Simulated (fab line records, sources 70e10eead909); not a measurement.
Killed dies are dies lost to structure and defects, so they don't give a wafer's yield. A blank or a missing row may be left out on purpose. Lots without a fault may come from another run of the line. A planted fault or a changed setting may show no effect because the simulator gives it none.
fab line records | flow nand_harc
record lots=11 wafers=33 last_day=33
route steps=1302 shown A_STAIRCASE@654 THIN_TSV@1264 END@1302
lots that met no fault: from a run of the same line without faults
start_h: hours from the record's first day to the start of the lot's first wafer shown | wait_h: hours since the lot's step before | " the same as in the row above | L1.1+2: a row that stands for several wafers | - no value, or no start given | * or withheld: withheld | < > ~ a bound
route shown NAME@n: a module of which the file shows steps, and the number in the route of the first | usual: mean/standard deviation of fault-free wafers | same: alike in all rows | chamber/n: place in a boat | sites: the reading at each site | _std_site: their standard deviation | _edge_site: outer sites' mean less inner sites' | radius_mm: how far each site lies from the wafer's centre | mask NAME#n: copy n | behind: the tool/chamber that last shaped the wafer | hold: why the lot was held/for how many hours/how that ended | device: the transistor (n, p or np) that didn't switch | end of line: the same wafers' tests at the end of the route | a step without rows: its recipe alone | killed: dies lost to structure and defects at the first sort, not the wafer's yield | map: a wafer's dies, x killed, . not, _ none there
set.NAME: the setting as run; set.NAME@STEP: as run at that earlier step | model.NAME: the simulator's own value behind a step, which no gauge read
steps of the route over a sample of lots; a table a step, a row a wafer
services: from which hour (start_h, from the record's first day; less than 0 if before it) a tool's chamber was out of use, for how many hours, and why
## steps
# step NHARC_A_STAIRCASE_STRIP_172
# recipe time_s=900 temp_c=130 chemistry=SPM
# columns lot.wafer tool chamber start_h wait_h
L334.6+3+2 wet_bench-01 1,2,4 346.84 0.1
L335.4+5+6 wet_bench-01 1,4,6 363.21 0.2
L346.5+3+6 wet_bench-06 3,4,6 474.34 0.1
L347.6+5+1 wet_bench-06 4,6,7 493.51 0.1
L350.2+1+5 wet_bench-01 7,1,2 497.47 0.3
L349.6+5+1 wet_bench-01 5,6,2 502.41 0.1
L351.4+2+5 wet_bench-02 2,4,7 513.01 0.2
L354.3+2+1 wet_bench-02 6,7,0 543.00 0.2
L355.4+3+1 wet_bench-02 4,5,6 565.19 0.2
L357.4+3+1 wet_bench-06 0,3,4 577.70 0.2
L356.2+4+6 wet_bench-02 4,6,7 577.98 0.3
# step NHARC_THIN_TSV_CD_MEAS_16
# usual cd_nm=999.8/1.3
# columns lot.wafer tool chamber start_h wait_h cd_nm
L334.2 cd_sem-01 - 559.09 0.1 998.3
L334.3 " - " " 999.5
L334.6 " - " " 998.1
L335.4 cd_sem-02 - 562.79 0.1 999.7
L335.5 " - " " 999.3
L335.6 " - " " 998.7
L346.3 cd_sem-02 - 668.18 0.1 999.3
L346.5 " - " " 1001.1
L346.6 " - " " 998.3
L347.1 cd_sem-01 - 689.19 0.1 998.4
L347.5 " - " " 998.8
L347.6 " - " " 998.6
L349.1 cd_sem-02 - 697.19 0.1 1001.7
L349.5 " - " " 999.9
L349.6 " - " " 1000.6
L350.1 cd_sem-02 - 703.38 0.1 998.7
L350.2 " - " " 1000.2
L350.5 " - " " 998.4
L351.2 cd_sem-01 - 707.68 0.1 1001.2
L351.4 " - " " 1000.1
L351.5 " - " " 998.9
L354.1 cd_sem-01 - 738.61 0.1 998.3
L354.2 " - " " 998.4
L354.3 " - " " 997.2
L355.1 cd_sem-01 - 765.17 0.1 999.7
L355.3 " - " " 997.9
L355.4 " - " " 999.3
L356.2 cd_sem-02 - 772.56 0.1 1001.0
L356.4 " - " " 1000.7
L356.6 " - " " 1001.1
L357.1 cd_sem-02 - 773.66 0.1 998.9
L357.3 " - " " 1002.0
L357.4 " - " " 1003.8
# step NHARC_THIN_TSV_DEP_47
# recipe target_thk_a=2000 temp_c=withheld pressure_torr=6.5 rf_w=900 teos_flow_sccm=161.4 flow_sccm=2650 target_thk_nm=200 gas=O2 material=SiO2
# usual throttle_valve_pct=16.1/0.5
# columns lot.wafer tool chamber start_h wait_h throttle_valve_pct
L334.3 pecvd-02 0 560.01 - 16.2
L334.2 " 1 " " 16.4
L334.6 " 2 " " 16.5
L335.6 pecvd-01 1 563.78 - 15.7
L335.5 " 2 " " 15.4
L335.4 " 0 " " 16.8
L346.3 pecvd-01 2 669.14 - 15.5
L346.5 " 0 " " 16.9
L346.6 " 2 " " 15.6
L347.1 pecvd-01 0 690.06 - 16.6
L347.6 " 0 " " 16.6
L347.5 " 1 " " 15.2
L349.1 pecvd-01 2 698.16 - 15.5
L349.6 " 2 " " 15.4
L349.5 " 0 " " 16.7
L350.2 pecvd-04 0 704.26 - 15.9
L350.1 " 1 " " 16.1
L350.5 " 1 " " 15.8
L351.2 pecvd-04 0 708.65 - 15.8
L351.5 " 1 " " 15.9
L351.4 " 2 " " 16.4
L354.3 pecvd-01 1 739.49 - 15.6
L354.2 " 2 " " 15.6
L354.1 " 0 " " 16.5
L355.1 pecvd-04 0 766.11 - 15.9
L355.3 " 1 " " 16.1
L355.4 " 1 " " 15.8
L356.2 pecvd-04 2 773.47 - 16.7
L356.6 " 1 " " 15.8
L356.4 " 0 " " 16.1
L357.1 pecvd-04 2 774.53 - 16.6
L357.3 " 1 " " 15.7
L357.4 " 2 " " 16.7
# step NHARC_THIN_TSV_ANNEAL_52
# recipe temp_c=225 time_s=90
# usual anneal_temp_c=225.05/0.18 wafer_temp_C_max=225.78/0.29
# columns lot.wafer tool chamber start_h wait_h anneal_temp_c wafer_temp_C_max
L334.2 rtp_anneal-01 0 562.12 0.7 224.84 225.36
L334.3 " 0 " " 224.84 225.81
L334.6 " 0 " " 224.94 225.76
L335.4 rtp_anneal-01 0 565.92 0.6 225.17 225.46
L335.5 " 0 " " 225.13 225.91
L335.6 " 0 " " 225.25 225.93
L346.3 rtp_anneal-02 0 671.30 0.6 225.11 225.75
L346.5 " 0 " " 225.16 226.23
L346.6 " 0 " " 225.15 226.31
L347.1 rtp_anneal-02 0 692.20 0.6 225.04 226.22
L347.5 " 0 " " 225.26 226.09
L347.6 " 0 " " 225.39 226.15
L349.1 rtp_anneal-01 0 700.23 0.5 225.17 225.67
L349.5 " 0 " " 225.11 225.56
L349.6 " 0 " " 225.30 225.90
L350.1 rtp_anneal-01 0 706.45 0.6 225.20 225.76
L350.2 " 0 " " 224.97 225.91
L350.5 " 0 " " 224.98 225.68
L351.2 rtp_anneal-01 0 710.72 0.6 225.20 225.90
L351.4 " 0 " " 225.19 225.74
L351.5 " 0 " " 224.98 225.56
L354.1 rtp_anneal-02 0 741.61 0.5 224.86 225.77
L354.2 " 0 " " 224.99 225.36
L354.3 " 0 " " 225.06 225.98
L355.1 rtp_anneal-01 0 768.19 0.5 224.80 225.40
L355.3 " 0 " " 225.32 225.70
L355.4 " 0 " " 225.02 225.49
L356.2 rtp_anneal-02 0 775.66 0.6 224.72 226.16
L356.4 " 0 " " 224.74 225.92
L356.6 " 0 " " 224.46 225.93
L357.1 rtp_anneal-01 0 776.74 0.6 225.20 225.62
L357.3 " 0 " " 224.93 225.73
L357.4 " 0 " " 225.00 225.90
# step NHARC_END_SORT_01
# recipe temp_c=25
# usual killed_at_array=55/17 killed_at_other=1.1/1.4 killed_at_periphery=3.9/3 killed_dies=59/17 killed_open=3.5/2 killed_short=2.6/1.6
# same gross_dies=677
# columns lot.wafer tool chamber start_h wait_h killed_at_array killed_at_other killed_at_periphery killed_dies killed_open killed_short
L335.4 prober-01 0 583.14 3.5 57 0 4 61 5 5
L335.5 prober-01 0 583.95 3.8 60 0 1 61 1 1
L335.6 prober-01 0 584.76 4.0 54 0 1 55 1 2
L346.3 prober-02 0 683.77 3.1 127 1 3 131 2 3
L346.5 prober-02 0 685.37 3.7 104 1 6 111 6 3
L346.6 prober-02 0 686.18 4.0 125 2 3 130 5 4
L347.1 prober-01 0 704.85 2.5 129 0 2 131 9 3
L347.5 prober-01 0 708.01 3.7 95 0 2 97 3 3
L347.6 prober-01 0 708.80 4.0 120 1 2 123 3 2
L350.1 prober-02 0 719.23 2.5 58 0 2 60 5 4
L350.2 prober-02 0 720.03 2.8 69 1 4 74 10 3
L350.5 prober-02 0 722.41 3.7 60 0 5 65 6 5
# killed by level:class
L335.4 A_CHANNEL_HOLE_D2:chamber_film_flake=24 A_CHANNEL_HOLE_D1:chamber_film_flake=17 A_STAIRCASE:chamber_film_flake=3 A_ONON_D2:geometric_particle:short=2 P_GATE:chamber_film_flake=2 A_CONTACT:chamber_film_flake=2 A_CHANNEL_FILL_D1:geometric_particle:open=1 A_CHANNEL_FILL_D1:geometric_particle:short=1
L335.5 A_CHANNEL_HOLE_D1:chamber_film_flake=24 A_CHANNEL_HOLE_D2:chamber_film_flake=20 A_STAIRCASE:chamber_film_flake=5 A_DECK1_JOINT:chamber_film_flake=3 A_ZERO_WELL:chamber_film_flake=2 A_CHANNEL_FILL_D1:chamber_film_flake=2 A_CONTACT:chamber_film_flake=2 A_WL_FILL:geometric_particle:short=1
L335.6 A_CHANNEL_HOLE_D2:chamber_film_flake=29 A_CHANNEL_HOLE_D1:chamber_film_flake=15 A_CONTACT:chamber_film_flake=4 A_ONON_D1:geometric_particle:short=1 A_ONON_D2:geometric_particle:short=1 A_M0:geometric_particle:open=1 P_M2:chamber_film_flake=1 A_ZERO_WELL:chamber_film_flake=1
L346.3 A_STAIRCASE:unspecified=63 A_SLIT:chamber_film_flake=28 A_CHANNEL_HOLE_D2:chamber_film_flake=17 A_STAIRCASE:chamber_film_flake=5 A_CONTACT:chamber_film_flake=5 A_CHANNEL_HOLE_D1:chamber_film_flake=3 A_WL_FILL:chamber_film_flake=2 P_M0:geometric_particle:open=1
L346.5 A_STAIRCASE:unspecified=56 A_SLIT:chamber_film_flake=17 A_CHANNEL_HOLE_D1:chamber_film_flake=8 A_CHANNEL_HOLE_D2:chamber_film_flake=6 A_CONTACT:chamber_film_flake=4 A_BONDPAD:chamber_film_flake=4 A_DECK1_JOINT:geometric_particle:open=2 A_ONON_D2:geometric_particle:short=2
L346.6 A_STAIRCASE:unspecified=56 A_SLIT:chamber_film_flake=29 A_CHANNEL_HOLE_D2:chamber_film_flake=11 A_CONTACT:chamber_film_flake=6 A_CHANNEL_HOLE_D1:chamber_film_flake=5 A_STAIRCASE:chamber_film_flake=4 A_CHANNEL_FILL_D2:chamber_film_flake=3 A_WL_FILL:chamber_film_flake=3
L347.1 A_STAIRCASE:unspecified=58 A_SLIT:chamber_film_flake=36 A_CHANNEL_HOLE_D2:chamber_film_flake=14 A_CHANNEL_HOLE_D1:chamber_film_flake=8 A_CHANNEL_FILL_D1:geometric_particle:open=2 A_ONON_D2:geometric_particle:open=2 P_CONTACT:geometric_particle:open=1 P_M1:geometric_particle:open=1
L347.5 A_STAIRCASE:unspecified=50 A_SLIT:chamber_film_flake=23 A_CHANNEL_HOLE_D2:chamber_film_flake=6 A_CHANNEL_HOLE_D1:chamber_film_flake=5 A_CONTACT:chamber_film_flake=3 A_STAIRCASE:chamber_film_flake=2 P_M0:geometric_particle:short=1 A_DECK1_JOINT:geometric_particle:open=1
L347.6 A_STAIRCASE:unspecified=63 A_SLIT:chamber_film_flake=27 A_CHANNEL_HOLE_D2:chamber_film_flake=16 A_CHANNEL_HOLE_D1:chamber_film_flake=8 A_CONTACT:chamber_film_flake=2 P_M2:geometric_particle:open=1 A_SOURCE_PLATE:geometric_particle:open=1 A_DECK1_JOINT:geometric_particle:short=1
L350.1 A_SLIT:chamber_film_flake=30 A_CHANNEL_HOLE_D1:chamber_film_flake=15 P_CONTACT:geometric_particle:short=2 A_STAIRCASE:chamber_film_flake=2 A_ONON_D1:geometric_particle:open=1 A_CHANNEL_HOLE_D2:geometric_particle:short=1 A_SGD_CUT:geometric_particle:open=1 A_WL_FILL:geometric_particle:open=1
L350.2 A_SLIT:chamber_film_flake=28 A_CHANNEL_HOLE_D1:chamber_film_flake=27 A_CONTACT:chamber_film_flake=4 P_M0:geometric_particle:open=2 A_CHANNEL_FILL_D1:geometric_particle:short=2 A_CHANNEL_FILL_D2:geometric_particle:open=2 P_M2:geometric_particle:open=1 A_SOURCE_PLATE:geometric_particle:open=1
L350.5 A_SLIT:chamber_film_flake=29 A_CHANNEL_HOLE_D1:chamber_film_flake=15 A_CONTACT:chamber_film_flake=3 P_CONTACT:geometric_particle:short=2 P_CONTACT:geometric_particle:open=2 A_CHANNEL_HOLE_D2:chamber_film_flake=2 A_STAIRCASE:chamber_film_flake=2 A_ONON_D1:geometric_particle:open=1
## services
# columns tool chamber start_h hours kind
pecvd-04 - 337.80 1.7 repair
wet_bench-06 - 369.60 8.0 pm
rtp_anneal-01 - 372.00 12.0 pm
pecvd-04 2 399.33 13.2 repair
wet_bench-02 - 420.00 8.0 pm
pecvd-01 - 442.21 0.7 repair
pecvd-04 - 450.17 13.0 pm
wet_bench-01 - 453.61 8.0 pm
wet_bench-02 - 467.90 2.8 repair
pecvd-01 - 492.00 13.0 pm
pecvd-01 2 516.36 5.9 repair
pecvd-01 0 527.31 3.4 repair
wet_bench-06 - 545.60 8.0 pm
wet_bench-01 - 561.34 0.5 repair
pecvd-04 2 582.53 8.9 repair
wet_bench-02 - 596.00 8.0 pm
wet_bench-01 - 629.61 8.0 pm
pecvd-04 - 631.25 13.0 pm
pecvd-01 - 673.00 13.0 pm
wet_bench-02 - 676.17 1.0 repair
pecvd-01 1 701.48 5.7 repair
rtp_anneal-02 - 744.06 12.0 pm
pecvd-01 2 747.66 4.8 repair
wet_bench-02 - 772.00 8.0 pm
## key
first_sign step=NHARC_END_SORT_01 reading=killed_at_array direction=up sigmas=3.7 usual=55 struck=117
effect step=NHARC_END_SORT_01 reading=killed_dies direction=up sigmas=3.6 usual=59 struck=120
more_kills_born_at NHARC_A_STAIRCASE_STRIP_172@wet_bench-06=346
met_at NHARC_A_STAIRCASE_STRIP_172
struck_lots L346,L347
tester_left_out L346,L347
not_acting_at NHARC_THIN_TSV_CD_MEAS_16,NHARC_THIN_TSV_DEP_47,NHARC_THIN_TSV_ANNEAL_52
fault kind=chamber_particle_source tool=wet_bench-06 chamber=- onset_h=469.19 steps=NHARC_A_STAIRCASE_STRIP_172 rate_per_visit_cm2=0.42888 end_h=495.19
# tester_left_out: of these lots the tester's yield and bins aren't shown, on N5 and GAA mostly nor the transistor test; their killed dies are dies lost to structure and defects alone, not to doping, threshold or leakage, so they don't give the yield
